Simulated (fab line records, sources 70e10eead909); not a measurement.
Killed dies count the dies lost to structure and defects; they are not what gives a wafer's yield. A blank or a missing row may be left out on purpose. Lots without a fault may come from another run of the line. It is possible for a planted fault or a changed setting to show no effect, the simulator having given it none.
Which of the tools did it? :: flow nandHarc :: Sampling: 24 lots, 72 wafers, 6 of 1302 route steps

== WHAT THE GAUGES SHOWED, per wafer ==
The record lacks any reading of a measuring or inspecting step that a usual standard deviation could be used to judge.

== WHAT TOOL EACH LOT RAN ON (gives the tool, then ch and the chambers of the sampled wafers, and finally the start) ==
lot: L076
NHARC_A_CONTACT_ETCH_114: harCapEtch-02 ch 0,1, day 22 00:23
NHARC_A_CONTACT_ETCH_120: harCapEtch-02 ch 0,1, day 22 01:25
NHARC_A_CONTACT_STRIP_55: rieDiel-09 ch 0,2,3, day 22 08:12 or earlier
NHARC_A_CONTACT_DESCUM_74: rieDiel-09 ch 0,1,3, day 22 08:12
NHARC_A_CONTACT_ETCH_75: rieDiel-09 ch 0,2,3, day 22 08:17
NHARC_A_CONTACT_ETCH_127: harCapEtch-03 ch 0,1, day 22 10:17

lot: L075
NHARC_A_CONTACT_ETCH_114: harCapEtch-03 ch 0,1, day 22 00:33
NHARC_A_CONTACT_ETCH_120: harCapEtch-03 ch 0,1, day 22 01:34
NHARC_A_CONTACT_STRIP_55: rieDiel-08 ch 1,2, day 22 08:23 or earlier
NHARC_A_CONTACT_DESCUM_74: rieDiel-11 ch 0,1, day 22 08:23
NHARC_A_CONTACT_ETCH_75: rieDiel-11 ch 0,1,2, day 22 08:28
NHARC_A_CONTACT_ETCH_127: harCapEtch-02 ch 0,1, day 22 10:34

lot: L074
NHARC_A_CONTACT_ETCH_114: harCapEtch-02 ch 0,1, day 22 02:59
NHARC_A_CONTACT_ETCH_120: harCapEtch-02 ch 0,1, day 22 04:01
NHARC_A_CONTACT_STRIP_55: rieDiel-09 ch 1,2,3, day 22 11:20 or earlier
NHARC_A_CONTACT_DESCUM_74: rieDiel-09 ch 0,3, day 22 11:20
NHARC_A_CONTACT_ETCH_75: rieDiel-09 ch 1,2,3, day 22 11:25
NHARC_A_CONTACT_ETCH_127: harCapEtch-01 ch 0,1, day 22 13:25

lot: L077
NHARC_A_CONTACT_ETCH_114: harCapEtch-03 ch 1, day 22 14:11
NHARC_A_CONTACT_ETCH_120: harCapEtch-03 ch 1, day 22 15:13
NHARC_A_CONTACT_STRIP_55: rieDiel-09 ch 0,1, day 22 23:43 or earlier
NHARC_A_CONTACT_DESCUM_74: rieDiel-09 ch 1,3, day 22 23:43
NHARC_A_CONTACT_ETCH_75: rieDiel-09 ch 0,1,2, day 22 23:49
NHARC_A_CONTACT_ETCH_127: harCapEtch-02 ch 1, day 23 01:49

lot: L078
NHARC_A_CONTACT_ETCH_114: harCapEtch-01 ch 0,1, day 23 05:29
NHARC_A_CONTACT_ETCH_120: harCapEtch-01 ch 0,1, day 23 06:30
NHARC_A_CONTACT_STRIP_55: rieDiel-09 ch 0,2, day 23 13:31 or earlier
NHARC_A_CONTACT_DESCUM_74: rieDiel-08 ch 0,1,2, day 23 13:31
NHARC_A_CONTACT_ETCH_75: rieDiel-08 ch 0,2, day 23 13:35
NHARC_A_CONTACT_ETCH_127: harCapEtch-02 ch 0,1, day 23 15:38

lot: L079
NHARC_A_CONTACT_ETCH_114: harCapEtch-01 ch 0,1, day 23 22:39
NHARC_A_CONTACT_ETCH_120: harCapEtch-01 ch 0,1, day 23 23:41
NHARC_A_CONTACT_STRIP_55: rieDiel-11 ch 1,3, day 24 11:19 or earlier
NHARC_A_CONTACT_DESCUM_74: rieDiel-09 ch 1,2, day 24 11:19
NHARC_A_CONTACT_ETCH_75: rieDiel-09 ch 0,2, day 24 11:25
NHARC_A_CONTACT_ETCH_127: harCapEtch-03 ch 0,1, day 24 13:29

lot: L082
NHARC_A_CONTACT_ETCH_114: harCapEtch-02 ch 0,1, day 24 10:33
NHARC_A_CONTACT_ETCH_120: harCapEtch-02 ch 0,1, day 24 11:34
NHARC_A_CONTACT_STRIP_55: rieDiel-08 ch 0,2,3, day 24 18:18 or earlier
NHARC_A_CONTACT_DESCUM_74: rieDiel-11 ch 0,1, day 24 18:18
NHARC_A_CONTACT_ETCH_75: rieDiel-11 ch 0,1, day 24 18:23
NHARC_A_CONTACT_ETCH_127: harCapEtch-02 ch 0,1, day 24 20:25

lot: L080
NHARC_A_CONTACT_ETCH_114: harCapEtch-01 ch 0,1, day 24 11:13
NHARC_A_CONTACT_ETCH_120: harCapEtch-01 ch 0,1, day 24 12:14
NHARC_A_CONTACT_STRIP_55: rieDiel-09 ch 0,1, day 24 18:58 or earlier
NHARC_A_CONTACT_DESCUM_74: rieDiel-09 ch 2,3, day 24 18:58
NHARC_A_CONTACT_ETCH_75: rieDiel-09 ch 2,3, day 24 19:03
NHARC_A_CONTACT_ETCH_127: harCapEtch-01 ch 0,1, day 24 21:07

lot: L081
NHARC_A_CONTACT_ETCH_114: harCapEtch-03 ch 0,1, day 25 12:24
NHARC_A_CONTACT_ETCH_120: harCapEtch-03 ch 0,1, day 25 13:25
NHARC_A_CONTACT_STRIP_55: rieDiel-11 ch 0,2,3, day 25 21:20 or earlier
NHARC_A_CONTACT_DESCUM_74: rieDiel-08 ch 0,1,2, day 25 21:20
NHARC_A_CONTACT_ETCH_75: rieDiel-08 ch 1,2,3, day 25 21:25
NHARC_A_CONTACT_ETCH_127: harCapEtch-02 ch 0,1, day 25 23:27

lot: L083
NHARC_A_CONTACT_ETCH_114: harCapEtch-02 ch 0,1, day 25 15:34
NHARC_A_CONTACT_ETCH_120: harCapEtch-02 ch 0,1, day 25 16:35
NHARC_A_CONTACT_STRIP_55: rieDiel-11 ch 2,3, day 26 02:25 or earlier
NHARC_A_CONTACT_DESCUM_74: rieDiel-11 ch 0,2, day 26 02:25
NHARC_A_CONTACT_ETCH_75: rieDiel-11 ch 0,2, day 26 02:31
NHARC_A_CONTACT_ETCH_127: harCapEtch-01 ch 0,1, day 26 04:50

lot: L085
NHARC_A_CONTACT_ETCH_114: harCapEtch-01 ch 1, day 25 19:54
NHARC_A_CONTACT_ETCH_120: harCapEtch-01 ch 1, day 25 20:56
NHARC_A_CONTACT_STRIP_55: rieDiel-09 ch 1,2,3, day 26 06:16 or earlier
NHARC_A_CONTACT_DESCUM_74: rieDiel-09 ch 2,3, day 26 06:16
NHARC_A_CONTACT_ETCH_75: rieDiel-09 ch 0,1,2, day 26 06:21
NHARC_A_CONTACT_ETCH_127: harCapEtch-03 ch 0,1, day 26 08:23

lot: L084
NHARC_A_CONTACT_ETCH_114: harCapEtch-03 ch 0,1, day 25 20:38
NHARC_A_CONTACT_ETCH_120: harCapEtch-03 ch 0,1, day 25 21:40
NHARC_A_CONTACT_STRIP_55: rieDiel-09 ch 1,3, day 26 07:23 or earlier
NHARC_A_CONTACT_DESCUM_74: rieDiel-11 ch 0,2, day 26 07:23
NHARC_A_CONTACT_ETCH_75: rieDiel-11 ch 0,3, day 26 07:30
NHARC_A_CONTACT_ETCH_127: harCapEtch-02 ch 0,1, day 26 09:53

lot: L086
NHARC_A_CONTACT_ETCH_114: harCapEtch-02 ch 0,1, day 26 18:34
NHARC_A_CONTACT_ETCH_120: harCapEtch-02 ch 0,1, day 26 19:35
NHARC_A_CONTACT_STRIP_55: rieDiel-09 ch 1,3, day 27 03:07 or earlier
NHARC_A_CONTACT_DESCUM_74: rieDiel-09 ch 0,2,3, day 27 03:07
NHARC_A_CONTACT_ETCH_75: rieDiel-09 ch 0,2,3, day 27 03:13
NHARC_A_CONTACT_ETCH_127: harCapEtch-01 ch 0,1, day 27 05:13

lot: L088
NHARC_A_CONTACT_ETCH_114: harCapEtch-03 ch 0,1, day 27 10:54
NHARC_A_CONTACT_ETCH_120: harCapEtch-03 ch 0,1, day 27 11:55
NHARC_A_CONTACT_STRIP_55: rieDiel-11 ch 0,1,3, day 27 18:43 or earlier
NHARC_A_CONTACT_DESCUM_74: rieDiel-09 ch 0,1,3, day 27 18:43
NHARC_A_CONTACT_ETCH_75: rieDiel-09 ch 2,3, day 27 18:47
NHARC_A_CONTACT_ETCH_127: harCapEtch-01 ch 0,1, day 27 21:02

lot: L090
NHARC_A_CONTACT_ETCH_114: harCapEtch-01 ch 0,1, day 27 15:04
NHARC_A_CONTACT_ETCH_120: harCapEtch-01 ch 0,1, day 27 16:05
NHARC_A_CONTACT_STRIP_55: rieDiel-08 ch 0,2,3, day 27 23:07 or earlier
NHARC_A_CONTACT_DESCUM_74: rieDiel-09 ch 1,2,3, day 27 23:07
NHARC_A_CONTACT_ETCH_75: rieDiel-09 ch 0,1,3, day 27 23:13
NHARC_A_CONTACT_ETCH_127: harCapEtch-02 ch 0,1, day 28 01:14

lot: L087
NHARC_A_CONTACT_ETCH_114: harCapEtch-03 ch 0,1, day 27 15:28
NHARC_A_CONTACT_ETCH_120: harCapEtch-03 ch 0,1, day 27 16:29
NHARC_A_CONTACT_STRIP_55: rieDiel-11 ch 0,2,3, day 28 00:48 or earlier
NHARC_A_CONTACT_DESCUM_74: rieDiel-09 ch 0,1,2, day 28 00:48
NHARC_A_CONTACT_ETCH_75: rieDiel-09 ch 1,2,3, day 28 00:53
NHARC_A_CONTACT_ETCH_127: harCapEtch-01 ch 0,1, day 28 02:55

lot: L091
NHARC_A_CONTACT_ETCH_114: harCapEtch-02 ch 0,1, day 27 20:23
NHARC_A_CONTACT_ETCH_120: harCapEtch-02 ch 0,1, day 27 21:25
NHARC_A_CONTACT_STRIP_55: rieDiel-11 ch 0,2,3, day 28 04:18 or earlier
NHARC_A_CONTACT_DESCUM_74: rieDiel-09 ch 2,3, day 28 04:18
NHARC_A_CONTACT_ETCH_75: rieDiel-09 ch 1,2, day 28 04:23
NHARC_A_CONTACT_ETCH_127: harCapEtch-03 ch 0,1, day 28 06:51

lot: L089
NHARC_A_CONTACT_ETCH_114: harCapEtch-03 ch 0,1, day 27 23:09
NHARC_A_CONTACT_ETCH_120: harCapEtch-03 ch 0,1, day 28 00:11
NHARC_A_CONTACT_STRIP_55: rieDiel-08 ch 2,3, day 28 07:43 or earlier
NHARC_A_CONTACT_DESCUM_74: rieDiel-09 ch 1,2,3, day 28 07:43
NHARC_A_CONTACT_ETCH_75: rieDiel-09 ch 0,1,3, day 28 07:48
NHARC_A_CONTACT_ETCH_127: harCapEtch-01 ch 0,1, day 28 09:54

lot: L092
NHARC_A_CONTACT_ETCH_114: harCapEtch-01 ch 0,1, day 28 14:35
NHARC_A_CONTACT_ETCH_120: harCapEtch-01 ch 0,1, day 28 15:54
NHARC_A_CONTACT_STRIP_55: rieDiel-08 ch 0,1, day 29 00:02 or earlier
NHARC_A_CONTACT_DESCUM_74: rieDiel-09 ch 0,1,3, day 29 00:02
NHARC_A_CONTACT_ETCH_75: rieDiel-09 ch 2,3, day 29 00:07
NHARC_A_CONTACT_ETCH_127: harCapEtch-03 ch 0,1, day 29 02:07

lot: L095
NHARC_A_CONTACT_ETCH_114: harCapEtch-02 ch 0,1, day 29 16:47
NHARC_A_CONTACT_ETCH_120: harCapEtch-02 ch 0,1, day 29 17:49
NHARC_A_CONTACT_STRIP_55: rieDiel-08 ch 0,1,2, day 30 00:41 or earlier
NHARC_A_CONTACT_DESCUM_74: rieDiel-09 ch 0,2,3, day 30 00:41
NHARC_A_CONTACT_ETCH_75: rieDiel-09 ch 0,1,3, day 30 00:46
NHARC_A_CONTACT_ETCH_127: harCapEtch-02 ch 0,1, day 30 02:49

lot: L094
NHARC_A_CONTACT_ETCH_114: harCapEtch-03 ch 0,1, day 29 20:37
NHARC_A_CONTACT_ETCH_120: harCapEtch-03 ch 0,1, day 29 21:38
NHARC_A_CONTACT_STRIP_55: rieDiel-09 ch 1,2,3, day 30 04:35 or earlier
NHARC_A_CONTACT_DESCUM_74: rieDiel-11 ch 1,2,3, day 30 04:35
NHARC_A_CONTACT_ETCH_75: rieDiel-11 ch 0,1,2, day 30 04:40
NHARC_A_CONTACT_ETCH_127: harCapEtch-03 ch 0,1, day 30 06:43

lot: L093
NHARC_A_CONTACT_ETCH_114: harCapEtch-01 ch 0,1, day 29 21:10
NHARC_A_CONTACT_ETCH_120: harCapEtch-01 ch 0,1, day 29 22:11
NHARC_A_CONTACT_STRIP_55: rieDiel-09 ch 0,2, day 30 07:05 or earlier
NHARC_A_CONTACT_DESCUM_74: rieDiel-09 ch 0,1, day 30 07:05
NHARC_A_CONTACT_ETCH_75: rieDiel-09 ch 2,3, day 30 07:10
NHARC_A_CONTACT_ETCH_127: harCapEtch-01 ch 1, day 30 09:10

lot: L096
NHARC_A_CONTACT_ETCH_114: harCapEtch-02 ch 0,1, day 31 02:34
NHARC_A_CONTACT_ETCH_120: harCapEtch-02 ch 0,1, day 31 03:37
NHARC_A_CONTACT_STRIP_55: rieDiel-09 ch 0,1, day 31 11:42 or earlier
NHARC_A_CONTACT_DESCUM_74: rieDiel-11 ch 0,1,3, day 31 11:42
NHARC_A_CONTACT_ETCH_75: rieDiel-11 ch 0,1,2, day 31 11:52
NHARC_A_CONTACT_ETCH_127: harCapEtch-02 ch 0, day 31 14:10

lot: L097
NHARC_A_CONTACT_ETCH_114: harCapEtch-03 ch 0,1, day 31 05:37
NHARC_A_CONTACT_ETCH_120: harCapEtch-03 ch 0,1, day 31 06:37
NHARC_A_CONTACT_STRIP_55: rieDiel-11 ch 1,2, day 31 14:57 or earlier
NHARC_A_CONTACT_DESCUM_74: rieDiel-09 ch 0,1, day 31 14:57
NHARC_A_CONTACT_ETCH_75: rieDiel-09 ch 0,1,3, day 31 15:03
NHARC_A_CONTACT_ETCH_127: harCapEtch-03 ch 0,1, day 31 17:03
- NHARC_A_CONTACT_ETCH_114: etches the open film in C4F8/O2/Ar, time 190 s, target depth 1850 nm.
- NHARC_A_CONTACT_ETCH_120: etches the open film in C4F8/O2/Ar, time 190 s, target depth 1850 nm.
- NHARC_A_CONTACT_STRIP_55: strips in O2.
- NHARC_A_CONTACT_DESCUM_74: chemistry O2, time 3 s.
- NHARC_A_CONTACT_ETCH_75: etches the open film in CF4, target depth 39 nm, time 65 s.
- NHARC_A_CONTACT_ETCH_127: etches the open film in C4F8/O2/Ar, time 197 s, target depth 1918 nm.

== WHAT THE TOOLS THEMSELVES READ (means of the sampled wafers that have a number; where no wafer has one, the mark that the record gives instead) ==
NHARC_A_CONTACT_STRIP_55.
lot: L076
tool: rieDiel-09
drypumpMotorCurrentA (A): 5.6
oesProductAu (a.u.): 0.997
rfVppV (V): 58.1
showerheadPlenumPTorr (Torr): 3.67
throttleValvePct (%): 17.035

lot: L075
tool: rieDiel-08
drypumpMotorCurrentA (A): 6.2
oesProductAu (a.u.): 1.000
rfVppV (V): 57.6
showerheadPlenumPTorr (Torr): 3.47
throttleValvePct (%): 17.041

lot: L074
tool: rieDiel-09
drypumpMotorCurrentA (A): 6.0
oesProductAu (a.u.): 1.001
rfVppV (V): 58.2
showerheadPlenumPTorr (Torr): 3.55
throttleValvePct (%): 17.032

lot: L077
tool: rieDiel-09
drypumpMotorCurrentA (A): 6.0
oesProductAu (a.u.): 1.004
rfVppV (V): 57.9
showerheadPlenumPTorr (Torr): 3.47
throttleValvePct (%): 17.031

lot: L078
tool: rieDiel-09
drypumpMotorCurrentA (A): 5.7
oesProductAu (a.u.): 1.004
rfVppV (V): 58.3
showerheadPlenumPTorr (Torr): 3.78
throttleValvePct (%): 17.044

lot: L079
tool: rieDiel-11
drypumpMotorCurrentA (A): 6.2
oesProductAu (a.u.): 0.997
rfVppV (V): 57.9
showerheadPlenumPTorr (Torr): 3.46
throttleValvePct (%): 17.045

lot: L082
tool: rieDiel-08
drypumpMotorCurrentA (A): 5.6
oesProductAu (a.u.): 0.999
rfVppV (V): 58.0
showerheadPlenumPTorr (Torr): 3.68
throttleValvePct (%): 17.027

lot: L080
tool: rieDiel-09
drypumpMotorCurrentA (A): 5.6
oesProductAu (a.u.): 1.010
rfVppV (V): 56.8
showerheadPlenumPTorr (Torr): 3.60
throttleValvePct (%): 17.044

lot: L081
tool: rieDiel-11
drypumpMotorCurrentA (A): 6.3
oesProductAu (a.u.): 0.990
rfVppV (V): 58.3
showerheadPlenumPTorr (Torr): 3.42
throttleValvePct (%): 17.044

lot: L083
tool: rieDiel-11
drypumpMotorCurrentA (A): 6.4
oesProductAu (a.u.): 0.995
rfVppV (V): 57.1
showerheadPlenumPTorr (Torr): 3.47
throttleValvePct (%): 17.037

lot: L085
tool: rieDiel-09
drypumpMotorCurrentA (A): 6.0
oesProductAu (a.u.): 0.997
rfVppV (V): 58.5
showerheadPlenumPTorr (Torr): 3.54
throttleValvePct (%): 17.046

lot: L084
tool: rieDiel-09
drypumpMotorCurrentA (A): 5.9
oesProductAu (a.u.): 1.002
rfVppV (V): 57.3
showerheadPlenumPTorr (Torr): 3.43
throttleValvePct (%): 17.046

lot: L086
tool: rieDiel-09
drypumpMotorCurrentA (A): 6.1
oesProductAu (a.u.): 1.005
rfVppV (V): 57.4
showerheadPlenumPTorr (Torr): 3.39
throttleValvePct (%): 17.040

lot: L088
tool: rieDiel-11
drypumpMotorCurrentA (A): 6.2
oesProductAu (a.u.): 0.990
rfVppV (V): 57.1
showerheadPlenumPTorr (Torr): 3.58
throttleValvePct (%): 17.037

lot: L090
tool: rieDiel-08
drypumpMotorCurrentA (A): 5.6
oesProductAu (a.u.): 0.999
rfVppV (V): 57.3
showerheadPlenumPTorr (Torr): 3.66
throttleValvePct (%): 17.045

lot: L087
tool: rieDiel-11
drypumpMotorCurrentA (A): 6.3
oesProductAu (a.u.): 0.981
rfVppV (V): 58.0
showerheadPlenumPTorr (Torr): 3.59
throttleValvePct (%): 17.037

lot: L091
tool: rieDiel-11
drypumpMotorCurrentA (A): 6.3
oesProductAu (a.u.): 0.984
rfVppV (V): 58.2
showerheadPlenumPTorr (Torr): 3.59
throttleValvePct (%): 17.048

lot: L089
tool: rieDiel-08
drypumpMotorCurrentA (A): 6.0
oesProductAu (a.u.): 1.007
rfVppV (V): 58.0
showerheadPlenumPTorr (Torr): 3.65
throttleValvePct (%): 17.038

lot: L092
tool: rieDiel-08
drypumpMotorCurrentA (A): 5.3
oesProductAu (a.u.): 1.001
rfVppV (V): 58.1
showerheadPlenumPTorr (Torr): 3.63
throttleValvePct (%): 17.033

lot: L095
tool: rieDiel-08
drypumpMotorCurrentA (A): 5.6
oesProductAu (a.u.): 1.008
rfVppV (V): 58.5
showerheadPlenumPTorr (Torr): 3.55
throttleValvePct (%): 17.026

lot: L094
tool: rieDiel-09
drypumpMotorCurrentA (A): 6.0
oesProductAu (a.u.): 0.984
rfVppV (V): 57.5
showerheadPlenumPTorr (Torr): 3.53
throttleValvePct (%): 17.032

lot: L093
tool: rieDiel-09
drypumpMotorCurrentA (A): 5.4
oesProductAu (a.u.): 0.997
rfVppV (V): 59.1
showerheadPlenumPTorr (Torr): 3.74
throttleValvePct (%): 17.047

lot: L096
tool: rieDiel-09
drypumpMotorCurrentA (A): 5.9
oesProductAu (a.u.): 0.999
rfVppV (V): 57.6
showerheadPlenumPTorr (Torr): 3.46
throttleValvePct (%): 17.042

lot: L097
tool: rieDiel-11
drypumpMotorCurrentA (A): 6.3
oesProductAu (a.u.): 1.011
rfVppV (V): 57.6
showerheadPlenumPTorr (Torr): 3.40
throttleValvePct (%): 17.047

NHARC_A_CONTACT_DESCUM_74.
lot: L076
tool: rieDiel-09
drypumpMotorCurrentA (A): 5.7
oesProductAu (a.u.): 1.018
rfVppV (V): 57.3
showerheadPlenumPTorr (Torr): 1.91
throttleValvePct (%): 11.311

lot: L075
tool: rieDiel-11
drypumpMotorCurrentA (A): 6.2
oesProductAu (a.u.): 0.990
rfVppV (V): 57.8
showerheadPlenumPTorr (Torr): 1.83
throttleValvePct (%): 11.310

lot: L074
tool: rieDiel-09
drypumpMotorCurrentA (A): 5.5
oesProductAu (a.u.): 1.004
rfVppV (V): 58.4
showerheadPlenumPTorr (Torr): 1.94
throttleValvePct (%): 11.304

lot: L077
tool: rieDiel-09
drypumpMotorCurrentA (A): 6.1
oesProductAu (a.u.): 1.007
rfVppV (V): 57.6
showerheadPlenumPTorr (Torr): 1.84
throttleValvePct (%): 11.305

lot: L078
tool: rieDiel-08
drypumpMotorCurrentA (A): 5.6
oesProductAu (a.u.): 1.000
rfVppV (V): 58.7
showerheadPlenumPTorr (Torr): 1.94
throttleValvePct (%): 11.316

lot: L079
tool: rieDiel-09
drypumpMotorCurrentA (A): 6.1
oesProductAu (a.u.): 1.010
rfVppV (V): 58.2
showerheadPlenumPTorr (Torr): 1.98
throttleValvePct (%): 11.311

lot: L082
tool: rieDiel-11
drypumpMotorCurrentA (A): 6.2
oesProductAu (a.u.): 0.995
rfVppV (V): 56.7
showerheadPlenumPTorr (Torr): 1.80
throttleValvePct (%): 11.303

lot: L080
tool: rieDiel-09
drypumpMotorCurrentA (A): 5.9
oesProductAu (a.u.): 1.001
rfVppV (V): 58.5
showerheadPlenumPTorr (Torr): 2.01
throttleValvePct (%): 11.314

lot: L081
tool: rieDiel-08
drypumpMotorCurrentA (A): 5.6
oesProductAu (a.u.): 1.005
rfVppV (V): 57.5
showerheadPlenumPTorr (Torr): 1.94
throttleValvePct (%): 11.312

lot: L083
tool: rieDiel-11
drypumpMotorCurrentA (A): 6.5
oesProductAu (a.u.): 0.987
rfVppV (V): 57.5
showerheadPlenumPTorr (Torr): 1.83
throttleValvePct (%): 11.317

lot: L085
tool: rieDiel-09
drypumpMotorCurrentA (A): 5.8
oesProductAu (a.u.): 1.000
rfVppV (V): 57.6
showerheadPlenumPTorr (Torr): 1.94
throttleValvePct (%): 11.300

lot: L084
tool: rieDiel-11
drypumpMotorCurrentA (A): 6.3
oesProductAu (a.u.): 0.986
rfVppV (V): 57.3
showerheadPlenumPTorr (Torr): 1.80
throttleValvePct (%): 11.315

lot: L086
tool: rieDiel-09
drypumpMotorCurrentA (A): 5.6
oesProductAu (a.u.): 1.008
rfVppV (V): 57.6
showerheadPlenumPTorr (Torr): 1.99
throttleValvePct (%): 11.313

lot: L088
tool: rieDiel-09
drypumpMotorCurrentA (A): 5.7
oesProductAu (a.u.): 1.008
rfVppV (V): 56.4
showerheadPlenumPTorr (Torr): 1.90
throttleValvePct (%): 11.306

lot: L090
tool: rieDiel-09
drypumpMotorCurrentA (A): 6.0
oesProductAu (a.u.): 1.010
rfVppV (V): 57.8
showerheadPlenumPTorr (Torr): 1.92
throttleValvePct (%): 11.301

lot: L087
tool: rieDiel-09
drypumpMotorCurrentA (A): 5.8
oesProductAu (a.u.): 1.011
rfVppV (V): 57.9
showerheadPlenumPTorr (Torr): 1.97
throttleValvePct (%): 11.307

lot: L091
tool: rieDiel-09
drypumpMotorCurrentA (A): 5.8
oesProductAu (a.u.): 0.996
rfVppV (V): 58.4
showerheadPlenumPTorr (Torr): 1.94
throttleValvePct (%): 11.316

lot: L089
tool: rieDiel-09
drypumpMotorCurrentA (A): 6.0
oesProductAu (a.u.): 1.001
rfVppV (V): 58.4
showerheadPlenumPTorr (Torr): 1.92
throttleValvePct (%): 11.309

lot: L092
tool: rieDiel-09
drypumpMotorCurrentA (A): 5.7
oesProductAu (a.u.): 1.011
rfVppV (V): 58.3
showerheadPlenumPTorr (Torr): 1.90
throttleValvePct (%): 11.309

lot: L095
tool: rieDiel-09
drypumpMotorCurrentA (A): 5.6
oesProductAu (a.u.): 0.983
rfVppV (V): 58.6
showerheadPlenumPTorr (Torr): 1.99
throttleValvePct (%): 11.312

lot: L094
tool: rieDiel-11
drypumpMotorCurrentA (A): 6.3
oesProductAu (a.u.): 0.991
rfVppV (V): 57.5
showerheadPlenumPTorr (Torr): 1.87
throttleValvePct (%): 11.308

lot: L093
tool: rieDiel-09
drypumpMotorCurrentA (A): 5.6
oesProductAu (a.u.): 0.993
rfVppV (V): 57.5
showerheadPlenumPTorr (Torr): 1.95
throttleValvePct (%): 11.313

lot: L096
tool: rieDiel-11
drypumpMotorCurrentA (A): 6.2
oesProductAu (a.u.): 0.996
rfVppV (V): 57.4
showerheadPlenumPTorr (Torr): 1.93
throttleValvePct (%): 11.314

lot: L097
tool: rieDiel-09
drypumpMotorCurrentA (A): 5.9
oesProductAu (a.u.): 1.001
rfVppV (V): 58.5
showerheadPlenumPTorr (Torr): 1.87
throttleValvePct (%): 11.311

NHARC_A_CONTACT_ETCH_75.
lot: L076
tool: rieDiel-09
drypumpMotorCurrentA (A): 5.6
oesProductAu (a.u.): 1.011
rfVppV (V): 152.7
showerheadPlenumPTorr (Torr): 1.84
throttleValvePct (%): 13.285

lot: L075
tool: rieDiel-11
drypumpMotorCurrentA (A): 6.3
oesProductAu (a.u.): 0.994
rfVppV (V): 149.9
showerheadPlenumPTorr (Torr): 1.70
throttleValvePct (%): 13.282

lot: L074
tool: rieDiel-09
drypumpMotorCurrentA (A): 6.0
oesProductAu (a.u.): 1.002
rfVppV (V): 152.1
showerheadPlenumPTorr (Torr): 1.78
throttleValvePct (%): 13.297

lot: L077
tool: rieDiel-09
drypumpMotorCurrentA (A): 5.8
oesProductAu (a.u.): 1.006
rfVppV (V): 152.2
showerheadPlenumPTorr (Torr): 1.82
throttleValvePct (%): 13.279

lot: L078
tool: rieDiel-08
drypumpMotorCurrentA (A): 5.0
oesProductAu (a.u.): 0.995
rfVppV (V): 152.4
showerheadPlenumPTorr (Torr): 1.85
throttleValvePct (%): 13.283

lot: L079
tool: rieDiel-09
drypumpMotorCurrentA (A): 5.7
oesProductAu (a.u.): 1.009
rfVppV (V): 153.2
showerheadPlenumPTorr (Torr): 1.90
throttleValvePct (%): 13.279

lot: L082
tool: rieDiel-11
drypumpMotorCurrentA (A): 6.2
oesProductAu (a.u.): 1.001
rfVppV (V): 149.8
showerheadPlenumPTorr (Torr): 1.67
throttleValvePct (%): 13.276

lot: L080
tool: rieDiel-09
drypumpMotorCurrentA (A): 5.9
oesProductAu (a.u.): 1.005
rfVppV (V): 152.8
showerheadPlenumPTorr (Torr): 1.85
throttleValvePct (%): 13.282

lot: L081
tool: rieDiel-08
drypumpMotorCurrentA (A): 6.1
oesProductAu (a.u.): 1.004
rfVppV (V): 150.7
showerheadPlenumPTorr (Torr): 1.78
throttleValvePct (%): 13.278

lot: L083
tool: rieDiel-11
drypumpMotorCurrentA (A): 6.5
oesProductAu (a.u.): 0.996
rfVppV (V): 150.9
showerheadPlenumPTorr (Torr): 1.70
throttleValvePct (%): 13.275

lot: L085
tool: rieDiel-09
drypumpMotorCurrentA (A): 5.8
oesProductAu (a.u.): 1.012
rfVppV (V): 151.1
showerheadPlenumPTorr (Torr): 1.81
throttleValvePct (%): 13.287

lot: L084
tool: rieDiel-11
drypumpMotorCurrentA (A): 6.2
oesProductAu (a.u.): 0.996
rfVppV (V): 150.1
showerheadPlenumPTorr (Torr): 1.68
throttleValvePct (%): 13.284

lot: L086
tool: rieDiel-09
drypumpMotorCurrentA (A): 5.6
oesProductAu (a.u.): 1.012
rfVppV (V): 152.0
showerheadPlenumPTorr (Torr): 1.84
throttleValvePct (%): 13.282

lot: L088
tool: rieDiel-09
drypumpMotorCurrentA (A): 5.9
oesProductAu (a.u.): 0.995
rfVppV (V): 152.4
showerheadPlenumPTorr (Torr): 1.85
throttleValvePct (%): 13.281

lot: L090
tool: rieDiel-09
drypumpMotorCurrentA (A): 5.7
oesProductAu (a.u.): 1.014
rfVppV (V): 152.1
showerheadPlenumPTorr (Torr): 1.76
throttleValvePct (%): 13.283

lot: L087
tool: rieDiel-09
drypumpMotorCurrentA (A): 6.0
oesProductAu (a.u.): 1.001
rfVppV (V): 151.3
showerheadPlenumPTorr (Torr): 1.77
throttleValvePct (%): 13.282

lot: L091
tool: rieDiel-09
drypumpMotorCurrentA (A): 6.1
oesProductAu (a.u.): 1.002
rfVppV (V): 152.1
showerheadPlenumPTorr (Torr): 1.82
throttleValvePct (%): 13.285

lot: L089
tool: rieDiel-09
drypumpMotorCurrentA (A): 5.7
oesProductAu (a.u.): 1.003
rfVppV (V): 150.9
showerheadPlenumPTorr (Torr): 1.76
throttleValvePct (%): 13.296

lot: L092
tool: rieDiel-09
drypumpMotorCurrentA (A): 5.9
oesProductAu (a.u.): 1.001
rfVppV (V): 151.8
showerheadPlenumPTorr (Torr): 1.85
throttleValvePct (%): 13.283

lot: L095
tool: rieDiel-09
drypumpMotorCurrentA (A): 5.7
oesProductAu (a.u.): 0.992
rfVppV (V): 151.9
showerheadPlenumPTorr (Torr): 1.76
throttleValvePct (%): 13.281

lot: L094
tool: rieDiel-11
drypumpMotorCurrentA (A): 6.3
oesProductAu (a.u.): 0.996
rfVppV (V): 151.2
showerheadPlenumPTorr (Torr): 1.77
throttleValvePct (%): 13.286

lot: L093
tool: rieDiel-09
drypumpMotorCurrentA (A): 5.8
oesProductAu (a.u.): 0.985
rfVppV (V): 151.7
showerheadPlenumPTorr (Torr): 1.79
throttleValvePct (%): 13.279

lot: L096
tool: rieDiel-11
drypumpMotorCurrentA (A): 6.3
oesProductAu (a.u.): 0.992
rfVppV (V): 150.9
showerheadPlenumPTorr (Torr): 1.77
throttleValvePct (%): 13.286

lot: L097
tool: rieDiel-09
drypumpMotorCurrentA (A): 5.7
oesProductAu (a.u.): 0.995
rfVppV (V): 150.8
showerheadPlenumPTorr (Torr): 1.76
throttleValvePct (%): 13.276

== THE ANSWER, worked out from the rows above alone ==
Rule: what is usual is taken from the lots themselves. Put in order of their means at a reading, lots are off if they are a third of the lots or fewer, leave a main group of 4 or more, and stand apart from it by a gap of 3 or more times the standard deviation of the main group's means; of several such gaps the widest counts. A main group whose means are all the same, to the digits that the tables above print for the reading, isn't used. Also off: a lot with no number at a reading for which 4 or more lots have one. All remaining lots with rows at the step are treated as sound. First the gauges in route order, then the tools' own readings, where a lot's mean is used as printed above. The first step at which some lot is off is used, and at that step the reading that is off furthest; a lot without a number counts as furthest.
Across all readings shown, no lot is off: no conclusion can be drawn from this.

== WHAT WAS PUT IN BY THE SIMULATOR ==
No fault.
